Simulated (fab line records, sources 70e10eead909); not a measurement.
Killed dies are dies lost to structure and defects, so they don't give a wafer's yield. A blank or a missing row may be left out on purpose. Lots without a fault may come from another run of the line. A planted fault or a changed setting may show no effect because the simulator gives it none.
Chamber matching | flow nand_harc | NHARC_A_SLIT_ETCH_24 on rie_diel-03: 4 sister chambers
The step etches the open film in CF4/CHF3, target depth 121 nm, time 60.5 s. 16 wafers are shown with their chamber, then 8 later ones without.

WAFERS WITH THEIR CHAMBER
wafer  | chamber | drypump_motor_current_A (A) | rf_vpp_V (V) | oes_product_au (a.u.)
L074.1 | 2       | 6.1                         | 366.5        | 0.954
L074.4 | 0       | 5.8                         | 368.9        | 0.957
L074.6 | 2       | 6.1                         | 366.1        | 0.962
L076.1 | 3       | 5.9                         | 368.4        | 0.964
L076.3 | 1       | 5.3                         | 368.2        | 0.959
L076.6 | 1       | 5.3                         | 369.9        | 0.971
L078.2 | 1       | 5.3                         | 368.3        | 0.934
L078.4 | 0       | 5.8                         | 368.6        | 0.943
L078.6 | 3       | 5.9                         | 370.1        | 0.940
L081.1 | 0       | 5.8                         | 368.6        | 0.963
L081.4 | 3       | 5.9                         | 369.8        | 0.969
L081.6 | 3       | 5.9                         | 368.4        | 0.971
L085.1 | 0       | 5.8                         | 367.1        | 0.934
L085.5 | 2       | 6.1                         | 366.4        | 0.929
L085.6 | 1       | 5.4                         | 368.2        | 0.927
L091.1 | 3       | 5.9                         | 369.8        | 0.969

SIGNATURES (means of the wafers above)
reading                 | chamber 0 | chamber 1 | chamber 2 | chamber 3 | scatter within a chamber
drypump_motor_current_A | 5.800     | 5.325     | 6.100     | 5.900     | 0.025
rf_vpp_V                | 368.300   | 368.650   | 366.333   | 369.300   | 0.759
oes_product_au          | 0.94925   | 0.94775   | 0.94833   | 0.96260   | 0.016
Rule: a wafer's distance from a chamber is the root of the sum, over the readings, of the square of ((its reading less the chamber's mean) divided by the reading's scatter). The wafer belongs to the nearest chamber; if the next one is less than 2 further off, it can't be placed. The scatter: the root of (the sum of the squares of (reading less its chamber's mean) over the shown wafers, divided by (wafers less chambers)).

WAFERS WITHOUT THEIR CHAMBER
wafer  | drypump_motor_current_A (A) | rf_vpp_V (V) | oes_product_au (a.u.)
L091.3 | 5.3                         | 365.7        | 0.983
L091.6 | 5.9                         | 368.0        | 0.977
L094.3 | 5.8                         | 369.3        | 0.988
L094.5 | 6.1                         | 369.0        | 0.968
L094.6 | 5.4                         | 366.1        | 0.962
L096.1 | 5.3                         | 368.0        | 0.961
L096.2 | 6.1                         | 367.1        | 0.954
L096.4 | 5.9                         | 369.9        | 0.952

WHICH CHAMBER EACH WENT THROUGH
wafer  | from the rows above     | in truth
L091.3 | 1                       | 1
L091.6 | 3                       | 3
L094.3 | can't be placed: 0 or 3 | 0
L094.5 | 2                       | 2
L094.6 | 1                       | 1
L096.1 | 1                       | 1
L096.2 | 2                       | 2
L096.4 | 3                       | 3
Placed correctly: 7 of 8. Can't be placed from these rows: 1 (the true chamber is among the candidates in 1). Placed wrongly: 0.
